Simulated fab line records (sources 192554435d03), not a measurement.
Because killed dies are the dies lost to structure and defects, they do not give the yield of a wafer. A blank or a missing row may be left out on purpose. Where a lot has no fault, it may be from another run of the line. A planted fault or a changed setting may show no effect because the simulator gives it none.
fab line records ; flow n5Finfet
record lots=6; wafers=18; lastDay=18
route steps=1938 shown BEOL_M10@1521
lots untouched by any fault: they come from a run of this same line in which no faults occurred
startH: start of the lot's first displayed wafer, in hours after the record's first day ; waitH: hours since the lot's step before ; " repeats the value in the row above ; L1.1+2: a single row standing in for several wafers ; - no value present, or no start provided ; * or withheld: withheld ; < > ~ a bound
route shown NAME@n: NAME is a module with steps in the file, n the number in the route of the first one ; usual: mean/standard deviation of fault-free wafers ; same: alike in all rows ; chamber/n: place in a boat ; sites: readings site by site ; _std_site: standard deviation of those values ; _edge_site: mean of outer sites minus mean of inner sites ; radiusMm: for every site, how far away it sits from the centre of the wafer ; mask NAME#n: copy n ; behind: the most recent tool/chamber to have shaped the wafer ; hold: what put the lot on hold/how long, in hours/how the hold closed ; device: transistor that didn't switch, given as n, p or np ; end of line: the same wafers' tests at the end of the route ; a step without rows: its recipe alone ; killed: dies that structure and defects cost at the first sort, which is not the same as the wafer's yield ; map: a wafer's dies, marking killed ones x, the rest . and places with no die _
set.NAME: the setting the step ran with; set.NAME@STEP: the setting that earlier step ran with ; model.NAME: the simulator's own value behind a step, which no gauge read
certain route steps with their lots: each step a table, each wafer a row
services: the hour from which a tool's chamber was out of use, counted from the record's first day as startH (under 0 if before that day), plus the number of hours and why
## steps
# step N5_BEOL_M10_CURE_72
# recipe tempC=370; timeS=120; ambient=DMADMS/He; material=SiCOH_lowk
# usual lampPowerPct=52.31/0.056; wafer_temp_C_max=371.6/0.63
lot.wafer;tool;chamber;startH;waitH;lampPowerPct;wafer_temp_C_max
L987.1;uvCure-03;0;232.77;0.0;52.29;371.0
L987.3;uvCure-03;0;232.77;0.0;52.24;370.6
L987.5;uvCure-03;0;232.77;0.0;52.35;371.2
L989.3;uvCure-03;2;236.60;0.1;52.31;372.0
L989.4;uvCure-03;2;236.60;0.1;52.39;371.3
L989.6;uvCure-03;2;236.60;0.1;52.24;371.5
L990.1;uvCure-01;1;269.60;0.1;52.31;371.5
L990.3;uvCure-01;1;269.60;0.1;52.38;371.7
L990.4;uvCure-01;1;269.60;0.1;52.30;371.7
L994.2;uvCure-03;2;275.92;0.1;52.31;371.5
L994.4;uvCure-03;2;275.92;0.1;52.33;371.2
L994.6;uvCure-03;2;275.92;0.1;52.33;371.2
L108.3;uvCure-03;0;372.25;0.1;52.21;370.9
L108.5;uvCure-03;0;372.25;0.1;52.31;370.6
L108.6;uvCure-03;0;372.25;0.1;52.22;370.9
L107.1;uvCure-01;2;373.20;0.0;52.36;371.3
L107.5;uvCure-01;2;373.20;0.0;52.33;371.8
L107.6;uvCure-01;2;373.20;0.0;52.32;372.5
# step N5_BEOL_M10_DEGAS_44
# recipe ambient=vacuum; tempC=250; timeS=60
# usual heaterPowerW=340/36
lot.wafer;tool;chamber;startH;waitH;heaterPowerW
L987.1;pvdSputter-02;-;233.23;0.4;365
L987.3;pvdSputter-02;-;233.23;0.4;284
L987.5;pvdSputter-02;-;233.23;0.4;287
L989.3;pvdSputter-03;-;237.10;0.4;300
L989.4;pvdSputter-03;-;237.10;0.4;350
L989.6;pvdSputter-03;-;237.10;0.4;283
L990.1;pvdSputter-03;-;270.40;0.7;359
L990.3;pvdSputter-03;-;270.40;0.7;294
L990.4;pvdSputter-03;-;270.40;0.7;316
L994.2;pvdSputter-03;-;276.38;0.4;349
L994.4;pvdSputter-03;-;276.38;0.4;295
L994.6;pvdSputter-03;-;276.38;0.4;359
L108.3;pvdSputter-01;-;372.47;0.2;355
L108.5;pvdSputter-01;-;372.47;0.2;321
L108.6;pvdSputter-01;-;372.47;0.2;356
L107.1;pvdSputter-02;-;374.70;1.4;431
L107.5;pvdSputter-02;-;374.70;1.4;314
L107.6;pvdSputter-02;-;374.70;1.4;288
# step N5_BEOL_M10_PRE_CLEAN_45
# recipe gas=H2/He; timeS=30; tempC=250
# usual heaterPowerW=340/34
lot.wafer;tool;chamber;startH;waitH;heaterPowerW
L987.1;pvdSputter-02;-;233.27;0.0;365
L987.3;pvdSputter-02;-;233.27;0.0;287
L987.5;pvdSputter-02;-;233.27;0.0;278
L989.3;pvdSputter-03;-;237.14;0.0;289
L989.4;pvdSputter-03;-;237.14;0.0;357
L989.6;pvdSputter-03;-;237.14;0.0;294
L990.1;pvdSputter-03;-;270.44;0.0;369
L990.3;pvdSputter-03;-;270.44;0.0;298
L990.4;pvdSputter-03;-;270.44;0.0;317
L994.2;pvdSputter-03;-;276.42;0.0;350
L994.4;pvdSputter-03;-;276.42;0.0;300
L994.6;pvdSputter-03;-;276.42;0.0;357
L108.3;pvdSputter-01;-;372.51;0.0;367
L108.5;pvdSputter-01;-;372.51;0.0;327
L108.6;pvdSputter-01;-;372.51;0.0;353
L107.1;pvdSputter-02;-;374.74;0.0;435
L107.5;pvdSputter-02;-;374.74;0.0;312
L107.6;pvdSputter-02;-;374.74;0.0;277
# step N5_BEOL_M10_ALD_74
# recipe material=TaN; targetThkA=20; tempC=275; aldPrecursorFamily=PDMAT; aldCoReactant=NH3; pressureTorr=3; carrierFlowSccm=1500; pulseTimeS=2; purgeTimeS=3; coReactantPurgeTimeS=2; coReactantPulseTimeS=3; aldCycles=40; precursorVesselTempC=75; precursorVesselPressureTorr=26.25; precursorVesselCarrierSccm=1000
# step N5_BEOL_M10_SURFACE_TREAT_76
# recipe gas=Ar; timeS=*; ionEnergyEv=*; ionCurrentMaCm2=0.5; pressureMtorr=*; arFlowSccm=30
# step N5_BEOL_M10_CVD_75
# recipe material=Co; targetThkA=20; tempC=withheld; precursor=CCTBA/H2; pressureTorr=30; timeS=138.9
# step N5_BEOL_M10_SPUTTER_48
# recipe material=Cu; targetThkA=120; tempC=-20; biasV=60; powerW=26000; chamberPressurePa=0.13; timeS=2
# step N5_BEOL_M10_ECD_50
# recipe material=Cu; targetThkA=3180
# step N5_BEOL_M10_ANNEAL_51
# recipe tempC=225; timeS=90; ambient=N2
# usual wafer_temp_C_max=225.86/0.26
lot.wafer;tool;chamber;startH;waitH;wafer_temp_C_max
L987.1;rtpAnneal-02;0;234.25;0.1;225.62
L987.3;rtpAnneal-02;0;234.25;0.1;225.60
L987.5;rtpAnneal-02;0;234.25;0.1;225.60
L989.3;rtpAnneal-02;0;238.73;0.5;226.03
L989.4;rtpAnneal-02;0;238.73;0.5;226.14
L989.6;rtpAnneal-02;0;238.73;0.5;226.16
L990.1;rtpAnneal-02;0;271.51;0.4;225.75
L990.3;rtpAnneal-02;0;271.51;0.4;225.94
L990.4;rtpAnneal-02;0;271.51;0.4;225.84
L994.2;rtpAnneal-02;0;277.84;0.1;225.81
L994.4;rtpAnneal-02;0;277.84;0.1;225.81
L994.6;rtpAnneal-02;0;277.84;0.1;225.93
L108.3;rtpAnneal-01;0;374.82;0.2;225.87
L108.5;rtpAnneal-01;0;374.82;0.2;225.81
L108.6;rtpAnneal-01;0;374.82;0.2;225.97
L107.1;rtpAnneal-02;0;375.57;0.1;225.59
L107.5;rtpAnneal-02;0;375.57;0.1;225.88
L107.6;rtpAnneal-02;0;375.57;0.1;225.64
# step N5_BEOL_M10_CMP_52
# recipe stopOn=SiCOH_lowk; tOverpolishS=7; downForcePsi=1; platenRpm=50; clearingPlatenDownForcePsi=1.5; clearingPlatenRpm=50; postCmpClean=cuAlkaline; targetThkNm=140; clearingPlatenPadVelocityMS=0.99484; padVelocityMS=0.99484
# usual barrierFieldEndpointS=28.9/0.76; clearingPlatenDownForcePsi=1.500/0.0031; motorCurrentA=6.1/0.95; overpolishRunS=6.999/0.0092; timeToEndpointS=66.5/3
lot.wafer;tool;chamber;startH;waitH;barrierFieldEndpointS;clearingPlatenDownForcePsi;motorCurrentA;overpolishRunS;timeToEndpointS
L987.3;cmp-03;0;234.54;0.2;27.8;1.501;5.0;7.004;61.9
L987.1;cmp-03;1;234.54;0.2;28.6;1.498;5.5;7.007;64.4
L987.5;cmp-03;0;234.54;0.2;28.8;1.504;5.6;6.996;61.2
L989.4;cmp-03;3;238.95;0.1;29.0;1.500;6.4;7.003;62.3
L989.3;cmp-03;0;238.95;0.1;28.2;1.500;5.4;6.995;62.6
L989.6;cmp-03;3;238.95;0.1;29.0;1.506;6.7;7.006;61.7
L990.1;cmp-03;1;271.81;0.3;29.4;1.502;6.0;7.000;70.3
L990.4;cmp-03;2;271.81;0.3;30.2;1.500;4.6;7.004;72.3
L990.3;cmp-03;0;271.81;0.3;28.2;1.502;5.2;7.003;68.3
L994.4;cmp-01;3;278.13;0.2;29.6;1.501;6.4;7.017;66.0
L994.2;cmp-01;0;278.13;0.2;28.5;1.496;6.7;6.981;61.3
L994.6;cmp-01;3;278.13;0.2;29.8;1.505;6.2;6.998;67.5
L108.3;cmp-01;1;375.06;0.2;27.9;1.495;7.4;7.003;61.1
L108.5;cmp-01;0;375.06;0.2;27.5;1.499;6.6;6.997;59.7
L108.6;cmp-01;1;375.06;0.2;28.6;1.499;7.7;7.003;63.5
L107.1;cmp-03;2;375.87;0.3;28.5;1.497;4.6;6.992;68.1
L107.6;cmp-03;2;375.87;0.3;29.6;1.497;4.3;6.992;69.1
L107.5;cmp-03;3;375.87;0.3;27.5;1.501;6.3;7.010;66.7
# step N5_BEOL_M10_THK_MEAS_53
# recipe thkMeasGauge=xrf; reads=Cu_of_BEOL_M10_ECD_50
# usual M10_THK=140/3.4
lot.wafer;tool;chamber;startH;waitH;M10_THK[nm]
L987.1;filmMetro-02;-;234.84;-;144
L987.3;filmMetro-02;-;234.84;-;143
L987.5;filmMetro-02;-;234.84;-;144
L989.3;filmMetro-02;-;239.24;-;138
L989.4;filmMetro-02;-;239.24;-;144
L989.6;filmMetro-02;-;239.24;-;135
L990.1;filmMetro-01;-;272.10;-;133
L990.3;filmMetro-01;-;272.10;-;138
L990.4;filmMetro-01;-;272.10;-;139
L994.2;filmMetro-01;-;278.39;-;137
L994.4;filmMetro-01;-;278.39;-;142
L994.6;filmMetro-01;-;278.39;-;143
L108.3;filmMetro-01;-;375.32;-;136
L108.5;filmMetro-01;-;375.32;-;133
L108.6;filmMetro-01;-;375.32;-;135
L107.1;filmMetro-01;-;376.16;-;139
L107.5;filmMetro-01;-;376.16;-;138
L107.6;filmMetro-01;-;376.16;-;142
# step N5_BEOL_M10_PRE_CLEAN_55
# recipe gas=NH3; timeS=15; tempC=withheld; rfPowerW=300
# step N5_BEOL_M10_DEP_56
# recipe material=SiCN; targetThkA=150; tempC=withheld; precursor=3MS/NH3; pressureTorr=3; rfW=202; timeS=26.5
# usual showerheadPlenumPTorr=3.671/0.015; throttleValvePct=8.8/0.43
lot.wafer;tool;chamber;startH;waitH;showerheadPlenumPTorr;throttleValvePct;model.SiCN_of_BEOL_M10_DEP_56.thkNm
L987.1;pecvd-01;2;234.92;0.0;3.636;8.1;14.4
L987.3;pecvd-01;1;234.92;0.0;3.665;9.1;14.8
L987.5;pecvd-01;0;234.92;0.0;3.693;8.4;14.6
L989.3;pecvd-04;2;239.31;0.0;3.653;9.0;15
L989.4;pecvd-04;0;239.31;0.0;3.660;9.0;15.4
L989.6;pecvd-04;1;239.31;0.0;3.666;9.0;15
L990.1;pecvd-04;0;272.17;0.0;3.645;9.2;15.2
L990.3;pecvd-04;2;272.17;0.0;3.662;9.0;15
L990.4;pecvd-04;2;272.17;0.0;3.657;8.8;14.2
L994.2;pecvd-04;1;278.45;0.0;3.665;9.2;13.8
L994.4;pecvd-04;2;278.45;0.0;3.661;9.0;14
L994.6;pecvd-04;0;278.45;0.0;3.660;9.1;15.6
L108.3;pecvd-03;0;375.38;0.0;3.682;8.7;14.6
L108.5;pecvd-03;0;375.38;0.0;3.679;8.2;14.6
L108.6;pecvd-03;2;375.38;0.0;3.699;8.4;15
L107.1;pecvd-03;2;376.22;0.0;3.686;8.5;14.8
L107.5;pecvd-03;1;376.22;0.0;3.673;9.2;15.4
L107.6;pecvd-03;2;376.22;0.0;3.692;8.8;15.2
# step N5_BEOL_M10_RS_MEAS_57
# recipe thkMeasGauge=four-point-probe; reads=Cu_of_BEOL_M10_ECD_50+Co_of_BEOL_M10_CVD_75+TaN_of_BEOL_M10_ALD_74
# usual M10_RS=0.154/0.0037
lot.wafer;tool;chamber;startH;waitH;M10_RS[ohm/sq]
L987.1;filmMetro-01;-;235.00;0.1;0.151
L987.3;filmMetro-01;-;235.00;0.1;0.152
L987.5;filmMetro-01;-;235.00;0.1;0.151
L989.3;filmMetro-01;-;239.38;0.1;0.158
L989.4;filmMetro-01;-;239.38;0.1;0.150
L989.6;filmMetro-01;-;239.38;0.1;0.161
L990.1;filmMetro-02;-;272.24;0.1;0.161
L990.3;filmMetro-02;-;272.24;0.1;0.155
L990.4;filmMetro-02;-;272.24;0.1;0.153
L994.2;filmMetro-02;-;278.52;0.1;0.157
L994.4;filmMetro-02;-;278.52;0.1;0.151
L994.6;filmMetro-02;-;278.52;0.1;0.150
L108.3;filmMetro-02;-;375.46;0.1;0.157
L108.5;filmMetro-02;-;375.46;0.1;0.160
L108.6;filmMetro-02;-;375.46;0.1;0.158
L107.1;filmMetro-02;-;376.30;0.1;0.154
L107.5;filmMetro-02;-;376.30;0.1;0.155
L107.6;filmMetro-02;-;376.30;0.1;0.151
## services
tool;chamber;startH;hours;kind
cmp-03;-;217.35;4.0;repair
pecvd-04;0;217.44;5.5;scheduledDown
cmp-03;-;227.05;4.2;repair
uvCure-03;-;237.04;1.0;pm
rtpAnneal-01;-;243.40;3.5;pm
pecvd-03;2;248.24;-;calibration
pecvd-01;-;255.43;0.8;repair
pecvd-03;0;272.97;3.5;repair
uvCure-01;-;276.47;2.1;pm
pvdSputter-02;-;288.76;8.9;repair
cmp-03;-;297.84;1.4;repair
cmp-01;-;302.21;1.4;repair
pecvd-04;-;307.35;2.8;pm
uvCure-01;-;318.51;0.3;repair
pecvd-03;1;319.66;12.4;repair
pvdSputter-01;-;326.48;1.0;repair
cmp-03;-;329.41;1.3;repair
pecvd-01;-;330.04;1.3;repair
pecvd-03;0;339.32;30.1;repair
pecvd-03;1;341.31;2.1;scheduledDown
pvdSputter-01;-;367.91;3.0;repair
cmp-03;-;368.18;1.9;repair
## key
firstSign none at tools or gauges
modelEffect step=N5_BEOL_M10_DEP_56; value=SiCN_of_BEOL_M10_DEP_56.thkNm; without=15.2; struck=14
metAt N5_BEOL_M10_DEP_56
struckWafers L990.4,L994.2,L994.4
onsetBetween 239.31 272.17
fault kind=processParameterDrift; tool=pecvd-04; chamber=-; onsetH=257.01; steps=N5_BEOL_M10_DEP_56; channel=timeS; offset=*; shape=step; endH=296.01; scope=struckWafersOnly; actsIn=*; stated=*
